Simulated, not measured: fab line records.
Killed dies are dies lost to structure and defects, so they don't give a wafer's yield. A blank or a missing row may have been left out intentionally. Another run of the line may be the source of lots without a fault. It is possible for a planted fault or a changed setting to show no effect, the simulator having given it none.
Which tool was responsible? || flow n5Finfet || 24 lots, 72 wafers sampled, at 3 steps of a route of 1938

## WHAT EACH GAUGE READ, for each wafer
N5_BEOL_M0_OCD_MEAS_108. Usual: trenchDepthNm at 32.9 nm, with a standard deviation of 0.64.
{"lot": "L074", "measured": "day 5 22:49", "on": "ocd-01", "trenchDepthNm (nm)": "31.5 32.1 32.9", "flag": ""}
{"lot": "L075", "measured": "day 6 02:08", "on": "ocd-01", "trenchDepthNm (nm)": "33.0 32.9 32.8", "flag": ""}
{"lot": "L076", "measured": "day 6 05:50", "on": "ocd-01", "trenchDepthNm (nm)": "33.7 32.9 33.4", "flag": ""}
{"lot": "L077", "measured": "day 6 14:50", "on": "ocd-01", "trenchDepthNm (nm)": "32.8 32.8 32.2", "flag": ""}
{"lot": "L078", "measured": "day 6 23:37", "on": "ocd-01", "trenchDepthNm (nm)": "33.2 32.9 33.2", "flag": ""}
{"lot": "L079", "measured": "day 7 03:02", "on": "ocd-01", "trenchDepthNm (nm)": "32.5 32.8 33.1", "flag": ""}
{"lot": "L080", "measured": "day 7 11:20", "on": "ocd-02", "trenchDepthNm (nm)": "33.6 32.4 33.6", "flag": ""}
{"lot": "L081", "measured": "day 7 16:31", "on": "ocd-02", "trenchDepthNm (nm)": "33.2 33.4 33.2", "flag": ""}
{"lot": "L082", "measured": "day 8 01:08", "on": "ocd-01", "trenchDepthNm (nm)": "33.1 32.2 32.9", "flag": ""}
{"lot": "L083", "measured": "day 8 02:25", "on": "ocd-02", "trenchDepthNm (nm)": "31.5 32.9 32.1", "flag": ""}
{"lot": "L084", "measured": "day 8 06:20", "on": "ocd-02", "trenchDepthNm (nm)": "32.7 32.3 32.0", "flag": ""}
{"lot": "L085", "measured": "day 8 14:10", "on": "ocd-01", "trenchDepthNm (nm)": "32.2 32.4 32.9", "flag": ""}
{"lot": "L086", "measured": "day 9 02:20", "on": "ocd-01", "trenchDepthNm (nm)": "34.0 33.2 34.0", "flag": ""}
{"lot": "L087", "measured": "day 9 02:43", "on": "ocd-02", "trenchDepthNm (nm)": "33.2 33.7 33.6", "flag": ""}
{"lot": "L088", "measured": "day 9 07:58", "on": "ocd-01", "trenchDepthNm (nm)": "32.3 32.3 32.9", "flag": ""}
{"lot": "L089", "measured": "day 9 13:55", "on": "ocd-01", "trenchDepthNm (nm)": "34.0 33.0 34.2", "flag": ""}
{"lot": "L090", "measured": "day 9 21:04", "on": "ocd-01", "trenchDepthNm (nm)": "33.2 32.4 32.0", "flag": ""}
{"lot": "L091", "measured": "day 10 01:13", "on": "ocd-01", "trenchDepthNm (nm)": "31.6 32.1 33.4", "flag": ""}
{"lot": "L092", "measured": "day 11 05:12", "on": "ocd-02", "trenchDepthNm (nm)": "33.3 32.4 32.1", "flag": ""}
{"lot": "L094", "measured": "day 11 07:15", "on": "ocd-02", "trenchDepthNm (nm)": "33.4 34.1 33.0", "flag": ""}
{"lot": "L093", "measured": "day 11 05:22", "on": "ocd-02", "trenchDepthNm (nm)": "33.3 33.2 32.5", "flag": ""}
{"lot": "L095", "measured": "day 11 09:37", "on": "ocd-01", "trenchDepthNm (nm)": "31.8 32.7 33.0", "flag": ""}
{"lot": "L096", "measured": "day 11 09:40", "on": "ocd-02", "trenchDepthNm (nm)": "33.2 33.4 32.6", "flag": ""}
{"lot": "L097", "measured": "day 11 19:58", "on": "ocd-01", "trenchDepthNm (nm)": "32.7 33.7 32.7", "flag": ""}

## TOOL THAT RAN EACH LOT (tool first, then ch and the chambers of the sampled wafers, then the start)
{"lot": "L074", "N5_BEOL_M0_SAQP_RECESS_109": "vaporEtch-01 ch 0,1, day 5 18:12", "N5_BEOL_M0_STRIP_142": "rieDiel-04 ch 0,1,3, day 5 22:44"}
{"lot": "L075", "N5_BEOL_M0_SAQP_RECESS_109": "vaporEtch-02 ch 0,1, day 5 20:59", "N5_BEOL_M0_STRIP_142": "rieDiel-05 ch 0,2, day 6 02:03"}
{"lot": "L076", "N5_BEOL_M0_SAQP_RECESS_109": "vaporEtch-02 ch 0,1, day 6 02:17", "N5_BEOL_M0_STRIP_142": "rieDiel-05 ch 1,3, day 6 05:46"}
{"lot": "L077", "N5_BEOL_M0_SAQP_RECESS_109": "vaporEtch-01 ch 0, day 6 08:56", "N5_BEOL_M0_STRIP_142": "rieDiel-05 ch 0,1, day 6 14:46"}
{"lot": "L078", "N5_BEOL_M0_SAQP_RECESS_109": "vaporEtch-02 ch 0,1, day 6 18:37", "N5_BEOL_M0_STRIP_142": "rieDiel-06 ch 2,3, day 6 23:32"}
{"lot": "L079", "N5_BEOL_M0_SAQP_RECESS_109": "vaporEtch-01 ch 0, day 6 21:25", "N5_BEOL_M0_STRIP_142": "rieDiel-05 ch 0,1,2, day 7 02:57"}
{"lot": "L080", "N5_BEOL_M0_SAQP_RECESS_109": "vaporEtch-02 ch 0,1, day 7 06:42", "N5_BEOL_M0_STRIP_142": "rieDiel-05 ch 1,3, day 7 11:16"}
{"lot": "L081", "N5_BEOL_M0_SAQP_RECESS_109": "vaporEtch-01 ch 0, day 7 09:53", "N5_BEOL_M0_STRIP_142": "rieDiel-06 ch 0,2,3, day 7 16:26"}
{"lot": "L082", "N5_BEOL_M0_SAQP_RECESS_109": "vaporEtch-02 ch 0,1, day 7 18:10", "N5_BEOL_M0_STRIP_142": "rieDiel-06 ch 0,2,3, day 8 01:03"}
{"lot": "L083", "N5_BEOL_M0_SAQP_RECESS_109": "vaporEtch-01 ch 0, day 7 21:07", "N5_BEOL_M0_STRIP_142": "rieDiel-06 ch 1,2,3, day 8 02:20"}
{"lot": "L084", "N5_BEOL_M0_SAQP_RECESS_109": "vaporEtch-01 ch 0, day 8 01:44", "N5_BEOL_M0_STRIP_142": "rieDiel-04 ch 0,3, day 8 06:15"}
{"lot": "L085", "N5_BEOL_M0_SAQP_RECESS_109": "vaporEtch-02 ch 0,1, day 8 09:09", "N5_BEOL_M0_STRIP_142": "rieDiel-06 ch 0,1,3, day 8 14:05"}
{"lot": "L086", "N5_BEOL_M0_SAQP_RECESS_109": "vaporEtch-01 ch 0, day 8 14:12", "N5_BEOL_M0_STRIP_142": "rieDiel-05 ch 1,2,3, day 9 02:16"}
{"lot": "L087", "N5_BEOL_M0_SAQP_RECESS_109": "vaporEtch-02 ch 0,1, day 8 20:52", "N5_BEOL_M0_STRIP_142": "rieDiel-05 ch 1,2,3, day 9 02:38"}
{"lot": "L088", "N5_BEOL_M0_SAQP_RECESS_109": "vaporEtch-01 ch 0, day 9 02:01", "N5_BEOL_M0_STRIP_142": "rieDiel-04 ch 0,1,2, day 9 07:53"}
{"lot": "L089", "N5_BEOL_M0_SAQP_RECESS_109": "vaporEtch-02 ch 0,1, day 9 09:14", "N5_BEOL_M0_STRIP_142": "rieDiel-05 ch 1,2,3, day 9 13:51"}
{"lot": "L090", "N5_BEOL_M0_SAQP_RECESS_109": "vaporEtch-02 ch 0,1, day 9 14:32", "N5_BEOL_M0_STRIP_142": "rieDiel-06 ch 1,2,3, day 9 20:59"}
{"lot": "L091", "N5_BEOL_M0_SAQP_RECESS_109": "vaporEtch-02 ch 0,1, day 9 18:50", "N5_BEOL_M0_STRIP_142": "rieDiel-06 ch 1,2,3, day 10 01:08"}
{"lot": "L092", "N5_BEOL_M0_SAQP_RECESS_109": "vaporEtch-02 ch 0,1, day 10 23:47", "N5_BEOL_M0_STRIP_142": "rieDiel-06 ch 1,2,3, day 11 05:07"}
{"lot": "L094", "N5_BEOL_M0_SAQP_RECESS_109": "vaporEtch-01 ch 0, day 10 23:53", "N5_BEOL_M0_STRIP_142": "rieDiel-05 ch 0,1, day 11 07:10"}
{"lot": "L093", "N5_BEOL_M0_SAQP_RECESS_109": "vaporEtch-02 ch 0,1, day 10 23:54", "N5_BEOL_M0_STRIP_142": "rieDiel-04 ch 0,1,2, day 11 05:17"}
{"lot": "L095", "N5_BEOL_M0_SAQP_RECESS_109": "vaporEtch-02 ch 0,1, day 11 00:02", "N5_BEOL_M0_STRIP_142": "rieDiel-06 ch 1,2,3, day 11 09:32"}
{"lot": "L096", "N5_BEOL_M0_SAQP_RECESS_109": "vaporEtch-02 ch 0,1, day 11 05:25", "N5_BEOL_M0_STRIP_142": "rieDiel-05 ch 1,2, day 11 09:35"}
{"lot": "L097", "N5_BEOL_M0_SAQP_RECESS_109": "vaporEtch-02 ch 0,1, day 11 13:23", "N5_BEOL_M0_STRIP_142": "rieDiel-06 ch 2,3, day 11 19:53"}
- N5_BEOL_M0_SAQP_RECESS_109: chemistry HF/NH3, target SiO2, target depth 3 nm, afs cycles 1, sublimation time 60 s.
- N5_BEOL_M0_STRIP_142: strips in N2/H2, time 10 s.

## WHAT THE TOOLS THEMSELVES READ (means of the sampled wafers that have a number; where no wafer has one, the mark that the record gives instead)
N5_BEOL_M0_SAQP_RECESS_109. Usual: drypumpMotorCurrentA 6.0 A, standard deviation 0.41; tempC 30.00 C, standard deviation 0.1.
{"lot": "L074", "tool": "vaporEtch-01", "drypumpMotorCurrentA (A)": 6.0, "tempC (C)": 30.03, "flag": ""}
{"lot": "L075", "tool": "vaporEtch-02", "drypumpMotorCurrentA (A)": 5.8, "tempC (C)": 29.96, "flag": ""}
{"lot": "L076", "tool": "vaporEtch-02", "drypumpMotorCurrentA (A)": 6.1, "tempC (C)": 30.13, "flag": ""}
{"lot": "L077", "tool": "vaporEtch-01", "drypumpMotorCurrentA (A)": 6.1, "tempC (C)": 29.83, "flag": ""}
{"lot": "L078", "tool": "vaporEtch-02", "drypumpMotorCurrentA (A)": 6.2, "tempC (C)": 29.97, "flag": ""}
{"lot": "L079", "tool": "vaporEtch-01", "drypumpMotorCurrentA (A)": 6.0, "tempC (C)": 29.94, "flag": ""}
{"lot": "L080", "tool": "vaporEtch-02", "drypumpMotorCurrentA (A)": 5.8, "tempC (C)": 30.00, "flag": ""}
{"lot": "L081", "tool": "vaporEtch-01", "drypumpMotorCurrentA (A)": 6.1, "tempC (C)": 30.07, "flag": ""}
{"lot": "L082", "tool": "vaporEtch-02", "drypumpMotorCurrentA (A)": 6.1, "tempC (C)": 29.98, "flag": ""}
{"lot": "L083", "tool": "vaporEtch-01", "drypumpMotorCurrentA (A)": 6.0, "tempC (C)": 30.04, "flag": ""}
{"lot": "L084", "tool": "vaporEtch-01", "drypumpMotorCurrentA (A)": 6.0, "tempC (C)": 30.03, "flag": ""}
{"lot": "L085", "tool": "vaporEtch-02", "drypumpMotorCurrentA (A)": 5.8, "tempC (C)": 29.89, "flag": ""}
{"lot": "L086", "tool": "vaporEtch-01", "drypumpMotorCurrentA (A)": 6.0, "tempC (C)": 29.98, "flag": ""}
{"lot": "L087", "tool": "vaporEtch-02", "drypumpMotorCurrentA (A)": 5.8, "tempC (C)": 30.02, "flag": ""}
{"lot": "L088", "tool": "vaporEtch-01", "drypumpMotorCurrentA (A)": 6.1, "tempC (C)": 29.93, "flag": ""}
{"lot": "L089", "tool": "vaporEtch-02", "drypumpMotorCurrentA (A)": 5.8, "tempC (C)": 29.93, "flag": ""}
{"lot": "L090", "tool": "vaporEtch-02", "drypumpMotorCurrentA (A)": 5.8, "tempC (C)": 30.01, "flag": ""}
{"lot": "L091", "tool": "vaporEtch-02", "drypumpMotorCurrentA (A)": 5.8, "tempC (C)": 30.01, "flag": ""}
{"lot": "L092", "tool": "vaporEtch-02", "drypumpMotorCurrentA (A)": 6.2, "tempC (C)": 30.01, "flag": ""}
{"lot": "L094", "tool": "vaporEtch-01", "drypumpMotorCurrentA (A)": 6.1, "tempC (C)": 30.07, "flag": ""}
{"lot": "L093", "tool": "vaporEtch-02", "drypumpMotorCurrentA (A)": 5.8, "tempC (C)": 30.01, "flag": ""}
{"lot": "L095", "tool": "vaporEtch-02", "drypumpMotorCurrentA (A)": 6.2, "tempC (C)": 30.00, "flag": ""}
{"lot": "L096", "tool": "vaporEtch-02", "drypumpMotorCurrentA (A)": 6.2, "tempC (C)": 29.92, "flag": ""}
{"lot": "L097", "tool": "vaporEtch-02", "drypumpMotorCurrentA (A)": 5.8, "tempC (C)": 30.04, "flag": ""}

N5_BEOL_M0_STRIP_142. Usual: biasPowerW is 7.000 W with standard deviation 0.022, drypumpMotorCurrentA is 5.5 A with standard deviation 0.57, oesProductAu is 0.79 a.u. with standard deviation 0.1, rfVppV is 59.4 V with standard deviation 0.91, showerheadPlenumPTorr is 2.56 Torr with standard deviation 0.097, tempC is 40.01 C with standard deviation 0.11, and throttleValvePct is 23.70 % with standard deviation 0.27.
{"lot": "L074", "tool": "rieDiel-04", "biasPowerW (W)": 6.981, "drypumpMotorCurrentA (A)": 6.3, "oesProductAu (a.u.)": 0.75, "rfVppV (V)": 59.7, "showerheadPlenumPTorr (Torr)": 2.57, "tempC (C)": 40.04, "throttleValvePct (%)": 23.96, "flag": ""}
{"lot": "L075", "tool": "rieDiel-05", "biasPowerW (W)": 6.996, "drypumpMotorCurrentA (A)": 5.0, "oesProductAu (a.u.)": 0.76, "rfVppV (V)": 58.2, "showerheadPlenumPTorr (Torr)": 2.47, "tempC (C)": 40.09, "throttleValvePct (%)": 23.61, "flag": ""}
{"lot": "L076", "tool": "rieDiel-05", "biasPowerW (W)": 7.023, "drypumpMotorCurrentA (A)": 5.6, "oesProductAu (a.u.)": 0.69, "rfVppV (V)": 58.3, "showerheadPlenumPTorr (Torr)": 2.47, "tempC (C)": 40.00, "throttleValvePct (%)": 24.02, "flag": ""}
{"lot": "L077", "tool": "rieDiel-05", "biasPowerW (W)": 6.984, "drypumpMotorCurrentA (A)": 5.1, "oesProductAu (a.u.)": 0.67, "rfVppV (V)": 59.5, "showerheadPlenumPTorr (Torr)": 2.40, "tempC (C)": 40.03, "throttleValvePct (%)": 24.04, "flag": ""}
{"lot": "L078", "tool": "rieDiel-06", "biasPowerW (W)": 6.988, "drypumpMotorCurrentA (A)": 5.4, "oesProductAu (a.u.)": 0.82, "rfVppV (V)": 59.7, "showerheadPlenumPTorr (Torr)": 2.65, "tempC (C)": 39.97, "throttleValvePct (%)": 23.58, "flag": ""}
{"lot": "L079", "tool": "rieDiel-05", "biasPowerW (W)": 7.005, "drypumpMotorCurrentA (A)": 5.1, "oesProductAu (a.u.)": 0.75, "rfVppV (V)": 58.1, "showerheadPlenumPTorr (Torr)": 2.46, "tempC (C)": 39.96, "throttleValvePct (%)": 23.74, "flag": ""}
{"lot": "L080", "tool": "rieDiel-05", "biasPowerW (W)": 6.977, "drypumpMotorCurrentA (A)": 6.0, "oesProductAu (a.u.)": 0.89, "rfVppV (V)": 59.6, "showerheadPlenumPTorr (Torr)": 2.54, "tempC (C)": 40.19, "throttleValvePct (%)": 23.75, "flag": ""}
{"lot": "L081", "tool": "rieDiel-06", "biasPowerW (W)": 6.990, "drypumpMotorCurrentA (A)": 5.7, "oesProductAu (a.u.)": 0.77, "rfVppV (V)": 59.4, "showerheadPlenumPTorr (Torr)": 2.59, "tempC (C)": 40.03, "throttleValvePct (%)": 23.75, "flag": ""}
{"lot": "L082", "tool": "rieDiel-06", "biasPowerW (W)": 7.015, "drypumpMotorCurrentA (A)": 5.7, "oesProductAu (a.u.)": 0.77, "rfVppV (V)": 59.0, "showerheadPlenumPTorr (Torr)": 2.59, "tempC (C)": 40.10, "throttleValvePct (%)": 23.74, "flag": ""}
{"lot": "L083", "tool": "rieDiel-06", "biasPowerW (W)": 7.011, "drypumpMotorCurrentA (A)": 5.3, "oesProductAu (a.u.)": 0.77, "rfVppV (V)": 59.3, "showerheadPlenumPTorr (Torr)": 2.59, "tempC (C)": 40.04, "throttleValvePct (%)": 23.58, "flag": ""}
{"lot": "L084", "tool": "rieDiel-04", "biasPowerW (W)": 7.004, "drypumpMotorCurrentA (A)": 6.5, "oesProductAu (a.u.)": 0.75, "rfVppV (V)": 59.0, "showerheadPlenumPTorr (Torr)": 2.57, "tempC (C)": 39.99, "throttleValvePct (%)": 23.81, "flag": ""}
{"lot": "L085", "tool": "rieDiel-06", "biasPowerW (W)": 6.997, "drypumpMotorCurrentA (A)": 5.7, "oesProductAu (a.u.)": 0.74, "rfVppV (V)": 58.7, "showerheadPlenumPTorr (Torr)": 2.53, "tempC (C)": 39.98, "throttleValvePct (%)": 23.74, "flag": ""}
{"lot": "L086", "tool": "rieDiel-05", "biasPowerW (W)": 6.991, "drypumpMotorCurrentA (A)": 5.6, "oesProductAu (a.u.)": 0.93, "rfVppV (V)": 59.3, "showerheadPlenumPTorr (Torr)": 2.63, "tempC (C)": 40.12, "throttleValvePct (%)": 23.56, "flag": ""}
{"lot": "L087", "tool": "rieDiel-05", "biasPowerW (W)": 7.001, "drypumpMotorCurrentA (A)": 5.6, "oesProductAu (a.u.)": 0.93, "rfVppV (V)": 60.1, "showerheadPlenumPTorr (Torr)": 2.63, "tempC (C)": 40.03, "throttleValvePct (%)": 23.56, "flag": ""}
{"lot": "L088", "tool": "rieDiel-04", "biasPowerW (W)": 7.000, "drypumpMotorCurrentA (A)": 6.1, "oesProductAu (a.u.)": 0.79, "rfVppV (V)": 59.9, "showerheadPlenumPTorr (Torr)": 2.57, "tempC (C)": 40.07, "throttleValvePct (%)": 23.78, "flag": ""}
{"lot": "L089", "tool": "rieDiel-05", "biasPowerW (W)": 6.995, "drypumpMotorCurrentA (A)": 5.6, "oesProductAu (a.u.)": 0.91, "rfVppV (V)": 59.3, "showerheadPlenumPTorr (Torr)": 2.63, "tempC (C)": 39.99, "throttleValvePct (%)": 23.57, "flag": ""}
{"lot": "L090", "tool": "rieDiel-06", "biasPowerW (W)": 7.006, "drypumpMotorCurrentA (A)": 5.3, "oesProductAu (a.u.)": 0.75, "rfVppV (V)": 58.4, "showerheadPlenumPTorr (Torr)": 2.58, "tempC (C)": 39.96, "throttleValvePct (%)": 23.59, "flag": ""}
{"lot": "L091", "tool": "rieDiel-06", "biasPowerW (W)": 7.000, "drypumpMotorCurrentA (A)": 5.3, "oesProductAu (a.u.)": 0.76, "rfVppV (V)": 60.0, "showerheadPlenumPTorr (Torr)": 2.58, "tempC (C)": 39.87, "throttleValvePct (%)": 23.59, "flag": ""}
{"lot": "L092", "tool": "rieDiel-06", "biasPowerW (W)": 7.004, "drypumpMotorCurrentA (A)": 5.3, "oesProductAu (a.u.)": 0.75, "rfVppV (V)": 59.9, "showerheadPlenumPTorr (Torr)": 2.57, "tempC (C)": 40.01, "throttleValvePct (%)": 23.61, "flag": ""}
{"lot": "L094", "tool": "rieDiel-05", "biasPowerW (W)": 7.020, "drypumpMotorCurrentA (A)": 5.1, "oesProductAu (a.u.)": 0.91, "rfVppV (V)": 60.1, "showerheadPlenumPTorr (Torr)": 2.71, "tempC (C)": 39.99, "throttleValvePct (%)": 23.85, "flag": ""}
{"lot": "L093", "tool": "rieDiel-04", "biasPowerW (W)": 7.015, "drypumpMotorCurrentA (A)": 6.1, "oesProductAu (a.u.)": 0.88, "rfVppV (V)": 59.9, "showerheadPlenumPTorr (Torr)": 2.56, "tempC (C)": 39.90, "throttleValvePct (%)": 23.64, "flag": ""}
{"lot": "L095", "tool": "rieDiel-06", "biasPowerW (W)": 6.987, "drypumpMotorCurrentA (A)": 5.3, "oesProductAu (a.u.)": 0.75, "rfVppV (V)": 59.8, "showerheadPlenumPTorr (Torr)": 2.57, "tempC (C)": 40.03, "throttleValvePct (%)": 23.61, "flag": ""}
{"lot": "L096", "tool": "rieDiel-05", "biasPowerW (W)": 7.004, "drypumpMotorCurrentA (A)": 5.3, "oesProductAu (a.u.)": 0.86, "rfVppV (V)": 60.0, "showerheadPlenumPTorr (Torr)": 2.61, "tempC (C)": 40.13, "throttleValvePct (%)": 23.49, "flag": ""}
{"lot": "L097", "tool": "rieDiel-06", "biasPowerW (W)": 7.004, "drypumpMotorCurrentA (A)": 5.6, "oesProductAu (a.u.)": 0.78, "rfVppV (V)": 59.5, "showerheadPlenumPTorr (Torr)": 2.59, "tempC (C)": 40.07, "throttleValvePct (%)": 23.63, "flag": ""}

## THE ANSWER, worked out from the rows above alone
Rule: a lot is off if the mean of its wafers that have a number lies more than 3 standard deviations from the usual mean. Also off: a lot with no number at a reading for which 4 or more lots have one. The other lots that the step has rows for count as sound. First the gauges in route order, then the tools' own readings, where a lot's mean is used as printed above. At the first step where some lot is off, the reading lying furthest off is the one used; lots without a number count as furthest.
Nothing can be told from this: no lot is off at any reading shown.

## WHAT HAD BEEN PUT IN BY THE SIMULATOR
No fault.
